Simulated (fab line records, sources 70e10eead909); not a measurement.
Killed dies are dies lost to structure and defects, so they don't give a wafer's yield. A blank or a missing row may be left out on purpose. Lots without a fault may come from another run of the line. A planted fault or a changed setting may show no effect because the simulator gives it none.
Which tool did it? | flow nand_harc | 11 lots, 33 wafers sampled, at 3 steps of a route of 1159

WHAT THE GAUGES READ, wafer by wafer
NHARC_A_ZERO_WELL_CD_MEAS_10: target cd 2000 nm.
lot  | measured     | on        | cd_nm (nm)
L076 | day 6 20:08  | cd_sem-03 | 2004.4 1999.5 2004.5
L078 | day 7 19:18  | cd_sem-02 | 2002.9 2004.3 1999.5
L080 | day 7 23:29  | cd_sem-02 | 1996.8 1997.4 1999.0
L082 | day 8 13:08  | cd_sem-02 | 1997.1 1998.0 1999.4
L083 | day 8 19:27  | cd_sem-02 | 1997.7 2002.4 2001.8
L085 | day 9 23:13  | cd_sem-02 | 2000.8 2000.6 1999.3
L087 | day 10 14:20 | cd_sem-03 | 1997.0 2000.8 2000.4
L091 | day 10 18:25 | cd_sem-02 | 2002.0 1999.5 1998.6
L093 | day 11 08:49 | cd_sem-01 | 1999.8 2002.5 2001.3
L094 | day 11 12:19 | cd_sem-02 | 1997.2 2002.0 2002.4
L097 | day 12 15:23 | cd_sem-03 | 2000.1 1998.9 1998.9

WHICH TOOL RAN EACH LOT (tool, then ch and the chambers of the sampled wafers, then the start)
lot  | NHARC_P_BONDPAD_ETCH_12                       | NHARC_P_BONDPAD_PVD_17
L076 | rie_diel-02 ch 0,1, day 6 20:08 or earlier    | pvd_sputter-03, day 6 20:08 or earlier
L078 | rie_diel-11 ch 0,1,2, day 7 19:18 or earlier  | pvd_sputter-02, day 7 19:18 or earlier
L080 | rie_diel-06 ch 0,1,2, day 7 23:29 or earlier  | pvd_sputter-03, day 7 23:29 or earlier
L082 | rie_diel-06 ch 1,2,3, day 8 13:08 or earlier  | pvd_sputter-03, day 8 13:08 or earlier
L083 | rie_diel-06 ch 2,3, day 8 19:27 or earlier    | pvd_sputter-03, day 8 19:27 or earlier
L085 | rie_diel-06 ch 0,1,3, day 9 23:13 or earlier  | pvd_sputter-01, day 9 23:13 or earlier
L087 | rie_diel-06 ch 2,3, day 10 14:20 or earlier   | pvd_sputter-01, day 10 14:20 or earlier
L091 | rie_diel-06 ch 0,3, day 10 18:25 or earlier   | pvd_sputter-03, day 10 18:25 or earlier
L093 | rie_diel-02 ch 0,1,2, day 11 08:49 or earlier | pvd_sputter-01, day 11 08:49 or earlier
L094 | rie_diel-11 ch 0,2,3, day 11 12:19 or earlier | pvd_sputter-02, day 11 12:19 or earlier
L097 | rie_diel-11 ch 0,2,3, day 12 15:23 or earlier | pvd_sputter-02, day 12 15:23 or earlier
- NHARC_P_BONDPAD_ETCH_12: etches the open film in CHF3/O2, target depth 200 nm, time 100 s.
- NHARC_P_BONDPAD_PVD_17: deposits TaN, target thk 5 nm, time 8.06 s.

THE ANSWER, worked out from the rows above alone
Rule: what is usual is taken from the lots themselves. Put in order of their means at a reading, lots are off if they are a third of the lots or fewer, leave a main group of 4 or more, and stand apart from it by a gap of 3 or more times the standard deviation of the main group's means; of several such gaps the widest counts. A main group whose means are all the same, to the digits that the tables above print for the reading, isn't used. A lot without any number at a reading at which 4 lots or more have one is off too. The other lots that the step has rows for count as sound.
No lot is off at any reading shown: from this, nothing can be told.

WHAT THE SIMULATOR HAD PUT IN
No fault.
